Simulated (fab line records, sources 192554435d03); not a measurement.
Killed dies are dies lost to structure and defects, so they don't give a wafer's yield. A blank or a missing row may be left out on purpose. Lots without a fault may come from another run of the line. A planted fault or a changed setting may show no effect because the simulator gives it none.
fab line records | flow n5_finfet
record lots=6 wafers=18 last_day=16
route steps=1938 shown SD_EPI_N@280 BEOL_M4@1111 PASSIVATION@1936
lots that met no fault: from a run of the same line without faults
start_h: hours from the record's first day to the start of the lot's first wafer shown | wait_h: hours since the lot's step before | " the same as in the row above | L1.1+2: a row that stands for several wafers | - no value, or no start given | * or withheld: withheld | < > ~ a bound
route shown NAME@n: a module of which the file shows steps, and the number in the route of the first | usual: mean/standard deviation of fault-free wafers | same: alike in all rows | chamber/n: place in a boat | sites: the reading at each site | _std_site: their standard deviation | _edge_site: outer sites' mean less inner sites' | radius_mm: how far each site lies from the wafer's centre | mask NAME#n: copy n | behind: the tool/chamber that last shaped the wafer | hold: why the lot was held/for how many hours/how that ended | device: the transistor (n, p or np) that didn't switch | end of line: the same wafers' tests at the end of the route | a step without rows: its recipe alone | killed: dies lost to structure and defects at the first sort, not the wafer's yield | map: a wafer's dies, x killed, . not, _ none there
set.NAME: the setting as run; set.NAME@STEP: as run at that earlier step | model.NAME: the simulator's own value behind a step, which no gauge read
lots at some steps of the route; a table a step, a row a wafer
services: from which hour (start_h, from the record's first day; less than 0 if before it) a tool's chamber was out of use, for how many hours, and why
## steps
# step N5_SD_EPI_N_STRIP_47
# recipe chemistry=CHF3/O2 resist=SiARC rf_frequency_hz=6e+07
# step N5_SD_EPI_N_SD_RECESS_17
# recipe chemistry=HBr/Cl2/O2 target_depth_a=410 mask_material=SOC time_s=23.7 bt_time_s=3 pressure_mtorr=10 icp_w=800 bias_w=112 HBr_flow_sccm=150 Cl2_flow_sccm=80 O2_flow_sccm=12
# usual drypump_motor_current_A=5.84/0.3 he_backside_leak_sccm=2.8/0.44 oes_o_777_au=0.997/0.021 oes_product_au=0.999/0.013 throttle_valve_pct=37.2/0.34
# columns lot.wafer tool chamber start_h wait_h drypump_motor_current_A he_backside_leak_sccm oes_o_777_au oes_product_au rf_hours_counter_h throttle_valve_pct
L658.4 rie_si-04 0 49.04 0.0 5.88 2.8 0.992 1.005 25 37.6
L658.5 " 2 " " 5.62 2.6 0.974 0.995 - 37.1
L658.6 " 3 " " 5.71 3.3 1.056 1.017 - 37.3
L668.2 rie_si-04 1 109.92 0.0 6.31 2.2 0.998 0.988 62 37.3
L668.5 " 0 " " 5.87 2.7 0.978 1.001 - 37.5
L668.6 " 3 " " 5.70 3.0 1.049 1.018 - 37.3
L669.2 rie_si-02 0 115.95 0.0 5.96 2.7 1.013 1.005 10 37.1
L669.4 " 3 " " 5.49 3.0 0.972 0.970 163 37.6
L669.6 " 0 " " 5.97 2.8 1.010 1.005 - 37.1
L672.2 rie_si-05 1 133.20 0.0 6.06 3.0 0.995 1.016 166 37.7
L672.4 " 3 " " 5.78 3.0 0.991 0.987 173 36.8
L672.6 " 0 " " 5.98 2.7 1.010 1.000 - 37.7
L673.3 rie_si-02 2 140.31 0.0 6.26 2.7 0.989 0.992 43 36.9
L673.4 " 3 " " 5.51 3.0 0.977 0.966 163 37.6
L673.5 " 1 " " 5.78 3.3 0.988 1.005 - 36.7
L676.2 rie_si-02 2 157.35 0.0 6.26 2.5 0.995 1.011 43 36.8
L676.5 " 1 " " 5.76 3.2 0.983 1.011 - 36.7
L676.6 " 0 " " 5.96 2.6 1.008 1.006 - 37.1
# step N5_SD_EPI_N_STRIP_38
# recipe chemistry=N2/H2 power_w=1000 temp_c=250 h2_frac=0.65 overash_fraction=0.3 pressure_mtorr=withheld n2_flow_sccm=1750 h2_flow_sccm=3250
# usual drypump_motor_current_A=5.7/0.47 heater_power_w=365/27 oes_product_au=0.761/0.0097
# columns lot.wafer tool chamber start_h wait_h drypump_motor_current_A heater_power_w oes_product_au rf_hours_counter_h
L658.4 plasma_asher-01 0 49.16 0.1 5.0 424 0.765 -
L658.5 " 1 " " 5.5 373 0.776 -
L658.6 " 0 " " 4.9 430 0.779 -
L668.2 plasma_asher-02 1 110.02 0.1 6.2 351 0.765 99
L668.5 " 0 " " 5.7 335 0.739 -
L668.6 " 1 " " 6.3 361 0.763 -
L669.2 plasma_asher-01 1 116.04 0.1 5.5 373 0.759 42
L669.4 " 0 " " 5.0 423 0.752 -
L669.6 " 1 " " 5.4 369 0.766 -
L672.2 plasma_asher-02 0 133.30 0.1 5.7 341 0.769 104
L672.4 " 1 " " 6.3 361 0.773 -
L672.6 " 1 " " 6.3 345 0.763 -
L673.3 plasma_asher-01 0 140.43 0.1 5.0 412 0.760 -
L673.4 " 1 " " 5.5 362 0.767 -
L673.5 " 0 " " 4.9 421 0.758 -
L676.2 plasma_asher-02 0 157.44 0.1 5.7 347 0.736 109
L676.5 " 1 " " 6.3 351 0.763 -
L676.6 " 0 " " 5.7 340 0.762 -
# step N5_SD_EPI_N_WET_ETCH_43
# recipe chemistry=dHF dilution=withheld time_s=14 target=SiO2 target_depth_a=15 temp_c=25
# step N5_SD_EPI_N_STRIP_18
# recipe chemistry=SPM time_s=750 temp_c=130 h2so4_h2o2_vol_ratio=4
# step N5_SD_EPI_N_SRD_20
# recipe dry=ipa_marangoni do_ppb=5 time_s=30 temp_c=23 rinse_liquid=diw
# step N5_SD_EPI_N_PRECLEAN_48
# recipe chemistry=NF3:NH3 afs_cycles=2 temp_c=30 time_s=20 sublimation_temp_c=180 sublimation_time_s=60 pressure_torr=3 rf_power_w=30
# step N5_SD_EPI_N_VAPOR_ETCH_50
# recipe chemistry=HCl target=Si temp_c=775 time_s=54 pressure_torr=20 mode=isotropic
# usual throttle_valve_pct=12.1/0.3
# columns lot.wafer tool chamber start_h wait_h throttle_valve_pct
L658.4 epi_rpcvd-04 0 49.94 0.2 11.6
L658.5 " 0 " " 11.7
L658.6 " 0 " " 11.9
L668.2 epi_rpcvd-02 0 110.76 0.3 12.2
L668.5 " 0 " " 12.3
L668.6 " 0 " " 12.4
L669.2 epi_rpcvd-02 0 116.79 0.3 12.3
L669.4 " 0 " " 12.0
L669.6 " 0 " " 12.3
L672.2 epi_rpcvd-03 0 134.17 0.4 12.3
L672.4 " 0 " " 12.1
L672.6 " 0 " " 12.3
L673.3 epi_rpcvd-02 0 141.32 0.3 12.4
L673.4 " 0 " " 12.3
L673.5 " 0 " " 12.3
L676.2 epi_rpcvd-03 0 158.32 0.4 12.3
L676.5 " 0 " " 12.4
L676.6 " 0 " " 12.2
# step N5_SD_EPI_N_EPI_21
# recipe material=Si:P dopant=P temp_c=680 pressure_torr=255 time_s=690
# step N5_SD_EPI_N_EPI_MEAS_23
# recipe mode=xrd
# usual thk_nm=59.2/1.2
# columns lot.wafer tool chamber start_h wait_h thk_nm
L658.4 film_metro-01 - 51.77 0.6 58.1
L658.5 " - " " 58.6
L658.6 " - " " 60.7
L668.2 film_metro-01 - 112.63 1.2 58.5
L668.5 " - " " 56.5
L668.6 " - " " 57.8
L669.2 film_metro-01 - 118.65 1.2 59.0
L669.4 " - " " 60.1
L669.6 " - " " 59.6
L672.2 film_metro-01 - 136.65 1.5 58.2
L672.4 " - " " 60.4
L672.6 " - " " 58.7
L673.3 film_metro-01 - 143.76 1.2 60.3
L673.4 " - " " 57.5
L673.5 " - " " 59.1
L676.2 film_metro-01 - 160.80 1.5 60.3
L676.5 " - " " 57.9
L676.6 " - " " 60.8
# step N5_SD_EPI_N_PRECLEAN_24
# recipe chemistry=O3/DIW time_s=60 temp_c=22 o3_ppm=10
# step N5_SD_EPI_N_SRD_25
# recipe time_s=30 temp_c=23 rinse_liquid=diw dry=ipa_marangoni
# step N5_SD_EPI_N_PRECLEAN_49
# recipe chemistry=NF3:NH3 afs_cycles=1 temp_c=30 time_s=20 sublimation_temp_c=180 sublimation_time_s=60 pressure_torr=3 rf_power_w=30
# usual pressure_torr=3.000/0.0062 time_s=20/0
# columns lot.wafer tool chamber start_h wait_h pressure_torr time_s
L658.4 remote_plasma-02 1 51.95 0.1 3.006 20
L658.5 " 1 " " 3.004 20
L658.6 " 1 " " 3.002 20
L668.2 remote_plasma-02 1 112.76 0.1 2.989 17.032
L668.5 " 1 " " 2.996 17.032
L668.6 " 1 " " 2.993 20
L669.2 remote_plasma-02 1 118.79 0.1 2.991 17.032
L669.4 " 1 " " 3.001 20
L669.6 " 1 " " 3.002 20
L672.2 remote_plasma-01 0 136.78 0.1 2.996 20
L672.4 " 0 " " 3.006 20
L672.6 " 0 " " 3.008 20
L673.3 remote_plasma-01 1 143.92 0.1 3.011 20
L673.4 " 1 " " 3.016 20
L673.5 " 1 " " 3.003 20
L676.2 remote_plasma-01 1 160.93 0.1 3.004 20
L676.5 " 1 " " 3.006 20
L676.6 " 1 " " 3.011 20
# step N5_SD_EPI_N_LINER_46
# recipe material=SiNx target_thk_a=30 temp_c=400 ald_precursor_family=SiH2I2 ald_co_reactant=N2/H2-plasma pressure_torr=2
# usual heater_power_w=812/86
# columns lot.wafer tool chamber start_h wait_h heater_power_w
L658.4 ald_sin-04 3 52.07 0.1 857
L658.5 " 2 " " 765
L658.6 " 3 " " 852
L668.2 ald_sin-03 0 113.12 0.3 960
L668.5 " 1 " " 660
L668.6 " 0 " " 948
L669.2 ald_sin-03 3 119.02 0.2 889
L669.4 " 0 " " 976
L669.6 " 1 " " 648
L672.2 ald_sin-03 2 137.00 0.2 872
L672.4 " 1 " " 642
L672.6 " 3 " " 885
L673.3 ald_sin-04 1 144.10 0.1 970
L673.4 " 3 " " 878
L673.5 " 2 " " 787
L676.2 ald_sin-02 1 161.10 0.1 807
L676.5 " 2 " " 818
L676.6 " 0 " " 809
# step N5_BEOL_M4_RC_MEAS_101
# usual DIBL_N=36.6/2.3 DIBL_P=36.3/2.8 IOFF_N=0.17/0.047 IOFF_P=0.22/0.048 ION_N=676/14 ION_P=463/9.4 SS_N=71.6/0.84 SS_P=73.4/0.85 VT_N=249/3.7 VT_P=-249/3.6
# columns lot.wafer tool chamber start_h wait_h DIBL_N[mV/V] DIBL_P[mV/V] IOFF_N[nA/um] IOFF_P[nA/um] ION_N[uA/um] ION_P[uA/um] SS_N[mV/dec] SS_P[mV/dec] VT_N[mV] VT_P[mV]
L658.4 prober-02 0 167.62 0.5 37.3 36.8 0.16 0.23 673 461 72.0 73.8 249 -246
L658.5 " 0 " " 36.5 34.5 0.16 0.20 687 472 71.3 72.9 245 -249
L658.6 " 0 " " 32.4 30.6 0.11 0.15 646 448 69.7 71.7 254 -252
L668.2 prober-01 0 228.60 0.2 36.1 35.6 0.14 0.18 659 454 71.6 73.1 252 -252
L668.5 " 0 " " 36.7 36.9 0.15 0.21 682 471 71.1 73.7 253 -248
L668.6 " 0 " " 33.8 32.8 0.11 0.15 678 463 70.8 72.3 252 -252
L669.2 prober-02 0 228.86 0.2 34.3 33.6 0.12 0.16 646 442 70.7 72.3 253 -254
L669.4 " 0 " " 40.3 41.2 0.26 0.28 683 465 72.1 73.7 245 -244
L669.6 " 0 " " 35.9 35.4 0.15 0.18 669 458 70.8 72.4 249 -254
L672.2 prober-02 0 245.93 0.2 35.8 36.9 0.15 0.19 660 454 71.5 72.7 250 -253
L672.4 " 0 " " 37.9 39.3 0.18 0.22 682 467 72.7 73.5 248 -248
L672.6 " 0 " " 36.3 37.8 0.14 0.21 660 455 71.0 73.5 256 -251
L673.3 prober-02 0 261.77 0.3 37.2 36.0 0.18 0.24 679 466 72.1 72.7 249 -247
L673.4 " 0 " " 36.1 36.1 0.17 0.24 691 479 71.0 74.3 248 -250
L673.5 " 0 " " 37.3 36.5 0.18 0.24 703 481 72.0 73.8 247 -249
L676.2 prober-01 0 273.75 0.2 35.6 35.7 0.15 0.19 683 470 70.3 72.3 249 -249
L676.5 " 0 " " 31.4 29.1 0.09 0.12 656 457 70.5 71.5 257 -256
L676.6 " 0 " " 37.2 38.0 0.16 0.24 662 450 71.8 73.5 249 -250
# step N5_PASSIVATION_PROBE_49
# usual defect_limited_yield=91.5/1.5 killed_at_M0_to_M3=33/9.9 killed_at_M4_up=14/5.2 killed_at_contacts=11/5.2 killed_at_front_end=38/10 killed_at_other=4/3.5 killed_dies=100/18 killed_open=66/14 killed_short=32/6.9 sort_bin_4_leakage=0.00/0.027 sort_bin_5_function=5.0/1 sort_bin_6_memory=3.1/0.69 sort_bin_8_speed=0.03/0.26 sort_n_pass=1080/18 sort_yield_pct=91.5/1.5
# same gross_dies=1180 killed_at_back_side=0
# columns lot.wafer tool chamber start_h wait_h defect_limited_yield[%] killed_at_M0_to_M3 killed_at_M4_up killed_at_contacts killed_at_front_end killed_at_other killed_dies killed_open killed_short sort_bin_4_leakage[%] sort_bin_5_function[%] sort_bin_6_memory[%] sort_bin_8_speed[%] sort_n_pass sort_yield_pct[%]
L658.4 prober-02 - 272.98 0.2 90.3 49 9 8 42 6 114 72 41 0 5.9 3.1 0 1066 90.3
L658.5 prober-02 - 273.03 0.2 90.7 34 12 16 40 8 110 81 26 0 5.7 3.5 0 1070 90.7
L658.6 prober-02 - 273.08 0.3 89.5 49 15 6 46 8 124 81 42 0 6.9 3.2 0.08 1055 89.4
L668.2 prober-01 - 347.09 0.1 90.3 47 13 23 32 0 115 77 38 0 5.3 4.0 0 1065 90.3
L668.5 prober-01 - 347.24 0.2 90.5 26 18 17 50 1 112 69 40 0 6.0 2.8 0 1068 90.5
L668.6 prober-01 - 347.29 0.3 86.7 60 17 14 62 4 157 106 49 0 8.9 4.0 0 1023 86.7
L669.2 prober-02 - 348.25 0.1 91.9 33 7 5 47 4 96 70 24 0 4.9 3.0 0.17 1082 91.7
L669.4 prober-02 - 348.35 0.2 91.4 33 8 10 38 12 101 62 32 0.08 5.4 2.9 0 1078 91.4
L669.6 prober-02 - 348.45 0.3 91.2 36 7 9 43 9 104 65 35 0 5.6 3.0 0 1076 91.2
L672.2 prober-02 - 360.08 0.1 92.5 24 15 8 39 3 89 54 35 0 4.7 2.6 0 1091 92.5
L672.4 prober-02 - 360.18 0.2 91.9 22 11 11 36 15 95 60 34 0 5.0 2.5 0 1085 91.9
L672.6 prober-02 - 360.28 0.3 93.5 17 6 8 39 7 77 45 32 0 3.3 3.1 0 1103 93.5
L673.3 prober-01 - 375.15 0.1 88.1 32 16 16 70 7 141 95 38 0 6.9 3.9 0 1039 88.1
L673.4 prober-01 - 375.20 0.2 91.1 35 16 15 32 7 105 71 30 0 6.4 2.4 0 1075 91.1
L673.5 prober-01 - 375.25 0.2 89.5 43 11 19 48 3 124 78 46 0 5.3 4.7 0 1056 89.5
L676.2 prober-01 - 387.19 0.1 95.2 17 7 4 27 2 57 33 21 0 3.1 1.4 0 1123 95.2
L676.5 prober-01 - 387.34 0.2 92.0 22 16 9 46 1 94 52 38 0 4.0 3.5 0 1086 92.0
L676.6 prober-01 - 387.39 0.3 91.5 28 20 6 39 7 100 65 27 0 4.8 2.9 0 1080 91.5
# killed by level:class
L658.4 BEOL_M0_SAQP:geometric_particle:open=19 FIN_SAQP:geometric_particle:open=15 BEOL_M0_SAQP:geometric_particle:short=13 FIN_SAQP:geometric_particle:short=11 MOL_CONTACT_COAG:geometric_particle:open=6 BEOL_M1:geometric_particle:open=4 STI_FIN_REVEAL:geometric_particle:open=4 BEOL_M2:geometric_particle:open=4
L658.5 FIN_SAQP:geometric_particle:open=18 MOL_CONTACT_COAG:geometric_particle:open=12 STI_FIN_REVEAL:geometric_particle:open=11 BEOL_M3:geometric_particle:open=10 BEOL_M0_SAQP:geometric_particle:short=6 BEOL_M0_SAQP:geometric_particle:open=6 BEOL_M2:geometric_particle:open=5 FIN_SAQP:geometric_particle:short=4
L658.6 BEOL_M0_SAQP:geometric_particle:short=13 BEOL_M3:geometric_particle:open=11 BEOL_M1:geometric_particle:open=9 FIN_SAQP:geometric_particle:open=8 STI_FIN_REVEAL:geometric_particle:open=8 BEOL_M0_SAQP:geometric_particle:open=8 FIN_SAQP:geometric_particle:short=7 DUMMY_GATE:geometric_particle:open=7
L668.2 MOL_CONTACT_COAG:geometric_particle:open=19 BEOL_M0_SAQP:geometric_particle:short=15 BEOL_M0_SAQP:geometric_particle:open=11 BEOL_M3:geometric_particle:open=10 BEOL_M4:geometric_particle:open=6 GATE_CUT:geometric_particle:open=5 DUMMY_GATE:geometric_particle:open=4 GATE_CUT:geometric_particle:short=4
L668.5 MOL_CONTACT_COAG:geometric_particle:open=12 STI_FIN_REVEAL:geometric_particle:open=10 GATE_CUT:geometric_particle:short=9 DUMMY_GATE:geometric_particle:open=7 BEOL_M4:geometric_particle:open=7 BEOL_M0_SAQP:geometric_particle:short=6 BEOL_M1:geometric_particle:open=6 FIN_SAQP:geometric_particle:short=5
L668.6 BEOL_M0_SAQP:geometric_particle:open=27 FIN_SAQP:geometric_particle:open=16 STI_FIN_REVEAL:geometric_particle:open=14 BEOL_M0_SAQP:geometric_particle:short=14 MOL_CONTACT_COAG:geometric_particle:open=11 FIN_SAQP:geometric_particle:short=8 GATE_CUT:geometric_particle:short=8 BEOL_M1:geometric_particle:open=8
L669.2 STI_FIN_REVEAL:geometric_particle:open=14 FIN_SAQP:geometric_particle:open=11 BEOL_M1:geometric_particle:open=9 BEOL_M0_SAQP:geometric_particle:open=7 BEOL_M3:geometric_particle:open=6 FIN_SAQP:geometric_particle:short=5 GATE_CUT:geometric_particle:short=4 BEOL_M0_SAQP:geometric_particle:short=4
L669.4 BEOL_M1:geometric_particle:open=12 FIN_SAQP:geometric_particle:open=8 MOL_CONTACT_COAG:geometric_particle:open=7 BEOL_M0_SAQP:geometric_particle:short=7 PASSIVATION:area_etch=7 FIN_SAQP:geometric_particle:short=6 DUMMY_GATE:geometric_particle:open=6 BEOL_M3:geometric_particle:open=6
L669.6 BEOL_M0_SAQP:geometric_particle:open=14 STI_FIN_REVEAL:geometric_particle:open=11 BEOL_M0_SAQP:geometric_particle:short=10 FIN_SAQP:geometric_particle:short=7 MOL_CONTACT_COAG:geometric_particle:open=7 FIN_SAQP:geometric_particle:open=5 BEOL_M1:geometric_particle:open=5 STARTING-WAFER:geometric_particle:open=5
L672.2 FIN_SAQP:geometric_particle:short=6 STI_FIN_REVEAL:geometric_particle:open=6 DUMMY_GATE:geometric_particle:open=6 BEOL_M4:geometric_particle:open=6 MOL_CONTACT_COAG:geometric_particle:open=5 BEOL_M3:geometric_particle:short=5 FIN_SAQP:geometric_particle:open=4 GATE_CUT:geometric_particle:open=4
L672.4 MOL_CONTACT_COAG:geometric_particle:open=8 FIN_SAQP:geometric_particle:short=5 STI_FIN_REVEAL:geometric_particle:open=5 BEOL_M2:geometric_particle:open=5 BEOL_M4:geometric_particle:open=5 FIN_SAQP:geometric_particle:open=4 GATE_CUT:geometric_particle:short=4 BEOL_M0_SAQP:geometric_particle:short=4
L672.6 FIN_SAQP:geometric_particle:short=7 BEOL_M2:geometric_particle:open=7 GATE_CUT:geometric_particle:short=6 MOL_CONTACT_COAG:geometric_particle:open=6 STI_FIN_REVEAL:geometric_particle:open=5 STARTING-WAFER:geometric_particle:open=5 ILD0:geometric_particle:short=4 FIN_SAQP:geometric_particle:open=3
L673.3 STI_FIN_REVEAL:geometric_particle:open=23 FIN_SAQP:geometric_particle:open=16 MOL_CONTACT_COAG:geometric_particle:open=12 BEOL_M0_SAQP:geometric_particle:short=9 BEOL_M0_SAQP:geometric_particle:open=9 FIN_SAQP:geometric_particle:short=8 HKMG_FIN:area_etch=8 BEOL_M5:geometric_particle:open=6
L673.4 BEOL_M0_SAQP:geometric_particle:open=12 MOL_CONTACT_COAG:geometric_particle:open=11 FIN_SAQP:geometric_particle:open=9 BEOL_M3:geometric_particle:open=8 FIN_SAQP:geometric_particle:short=7 STI_FIN_REVEAL:geometric_particle:open=5 BEOL_M0_SAQP:geometric_particle:short=5 BEOL_M1:geometric_particle:open=5
L673.5 FIN_SAQP:geometric_particle:open=17 BEOL_M0_SAQP:geometric_particle:short=17 MOL_CONTACT_COAG:geometric_particle:open=15 FIN_SAQP:geometric_particle:short=12 BEOL_M1:geometric_particle:open=10 BEOL_M4:geometric_particle:open=8 DUMMY_GATE:geometric_particle:open=6 BEOL_M3:geometric_particle:open=5
L676.2 BEOL_M2:geometric_particle:open=8 GATE_CUT:geometric_particle:short=6 FIN_SAQP:geometric_particle:short=5 FIN_SAQP:geometric_particle:open=4 DUMMY_GATE:geometric_particle:open=3 GATE_CUT:geometric_particle:open=3 MOL_CONTACT_COAG:geometric_particle:open=3 BEOL_M0_SAQP:geometric_particle:short=3
L676.5 FIN_SAQP:geometric_particle:short=10 BEOL_M1:geometric_particle:open=8 GATE_CUT:geometric_particle:short=7 MOL_CONTACT_COAG:geometric_particle:open=5 BEOL_M2:geometric_particle:open=5 BEOL_M4:geometric_particle:open=5 STARTING-WAFER:geometric_particle:open=5 GATE_CUT:geometric_particle:open=4
L676.6 BEOL_M2:geometric_particle:open=10 STI_FIN_REVEAL:geometric_particle:open=9 BEOL_M0_SAQP:geometric_particle:short=6 BEOL_M1:geometric_particle:open=5 MIM_TOP_ETCH:geometric_particle:open=4 DUMMY_GATE:geometric_particle:open=4 GATE_CUT:geometric_particle:short=4 MOL_CONTACT_COAG:geometric_particle:open=4
## services
# columns tool chamber start_h hours kind
epi_rpcvd-04 - 41.63 7.8 repair
ald_sin-03 2 41.82 1.9 repair
rie_si-02 - 43.18 14.6 pm
ald_sin-02 1 51.97 20.2 repair
ald_sin-04 - 58.01 2.8 pm
remote_plasma-02 - 58.11 1.9 repair
epi_rpcvd-04 - 59.39 0.5 repair
rie_si-04 3 66.44 4.4 repair
ald_sin-03 0 78.90 2.7 repair
rie_si-02 - 86.42 4.3 pm
ald_sin-04 2 88.36 10.2 repair
rie_si-04 3 91.53 1.4 repair
rie_si-02 - 95.40 2.8 pm
ald_sin-04 1 99.13 18.3 repair
rie_si-04 1 102.44 3.4 repair
ald_sin-02 - 107.27 6.0 pm
epi_rpcvd-03 - 122.82 2.6 repair
ald_sin-03 0 136.85 2.9 repair
plasma_asher-01 - 150.28 1.2 repair
rie_si-05 1 156.22 30.1 repair
rie_si-04 - 160.78 0.5 repair
## key
first_sign step=N5_SD_EPI_N_PRECLEAN_49 reading=time_s direction=down sigmas=99+ usual=* struck=*
effect none on later readings
met_at N5_SD_EPI_N_PRECLEAN_49
struck_wafers L668.2,L668.5,L669.2
onset_between 51.95 112.76
fault kind=process_parameter_drift tool=remote_plasma-02 chamber=- onset_h=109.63 steps=N5_SD_EPI_N_PRECLEAN_49 channel=time_s offset=* shape=step end_h=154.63 scope=struck_wafers_only acts_in=* stated=*
